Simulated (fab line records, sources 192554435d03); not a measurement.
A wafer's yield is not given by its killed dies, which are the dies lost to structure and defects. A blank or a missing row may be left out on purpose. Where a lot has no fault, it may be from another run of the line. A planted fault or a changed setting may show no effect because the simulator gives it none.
8D (eight disciplines) problem report, filled in by code | flow n5-finfet | the parts of the form that need people (team, actions taken, sign-off) are left out

== 1. THE PROBLEM ==
At N5_BEOL_M12_ILD_DEP_00, susceptor-temp-C averages 341.38 C over 9 wafers from 3 lots, while fault-free wafers read 350.01 C, standard deviation 0.19. That is -45 standard deviations from the usual mean.
The step: deposits SiOC from DEMS/O2, target thk 658.92 nm, time 130.7 s.
Seen first at day 15 00:57 on pecvd-03, wafer L315.1. The record holds 34 wafers of 12 lots with a number at this step. By rule, "out" or "out of limits" means more than 4 standard deviations away from the usual mean. The other wafers with a number count as sound.

== 2. WHAT IT IS, WHAT IT ISN'T ==
question                    | is                     | is not
which readings at this step | susceptor-temp-C       | heater-power-outer-w, heater-power-w, showerhead-plenum-p-Torr, throttle-valve-pct
which lots                  | L315, L318, L321       | L302, L303, L305, L306, L307, L308, L311, L319, L325
which wafers of those lots  | all that have a number | -
read on which tools         | pecvd-03               | pecvd-01, pecvd-02
when                        | from day 15 00:57      | up to then (20 sound wafers); but 5 sound wafers of L319, L325 came after

== 3. WHAT RULES OUT EACH SUSPECT ==
Counting: any tool at a process step up to the reading is kept as a suspect provided that every lot that is out went through it and no sound lot did after the first of them.
- pecvd-03 at N5_BEOL_M12_ILD_DEP_00 (deposits SiOC from DEMS/O2, target thk 658.92 nm, time 130.7 s): kept. All lots that are out passed through it, beginning with L315 at day 15 00:57, and no sound lot followed; its final sound lot before that point was L311 at day 12 12:39. On those wafers its own readings are out: susceptor-temp-C.
Remaining after the count: pecvd-03 at N5_BEOL_M12_ILD_DEP_00.

== 4. THE CAUSE (what the simulator had put in) ==
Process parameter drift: pecvd-03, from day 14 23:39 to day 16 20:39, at N5_BEOL_M12_ILD_DEP_00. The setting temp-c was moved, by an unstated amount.
Counting left only this tool.

== 5. THE CHAIN OF EFFECTS, in route order ==
Rows list readings where the struck wafers' mean (over those with a number) sits beyond 3 standard deviations from the usual. Only readings for which the record gives a usual standard deviation are gone through. hours: the time from each lot's start at the first step in this table that gives one to its start at this step, as a median over the lots. sigmas: the change in usual standard deviations.
hours | step                   | reading          | usual    | on struck wafers | change | sigmas
0     | N5_BEOL_M12_ILD_DEP_00 | susceptor-temp-C | 350.01 C | 341.38           | -8.63  | -45
Here are the process steps it includes:
- N5_BEOL_M12_ILD_DEP_00: deposits SiOC from DEMS/O2, target thk 658.92 nm, time 130.7 s.

== 6. WHAT WOULD HAVE CAUGHT IT SOONER ==
In this record the first reading out of limits was taken at day 15 00:57, 1 hour after the fault began at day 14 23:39.
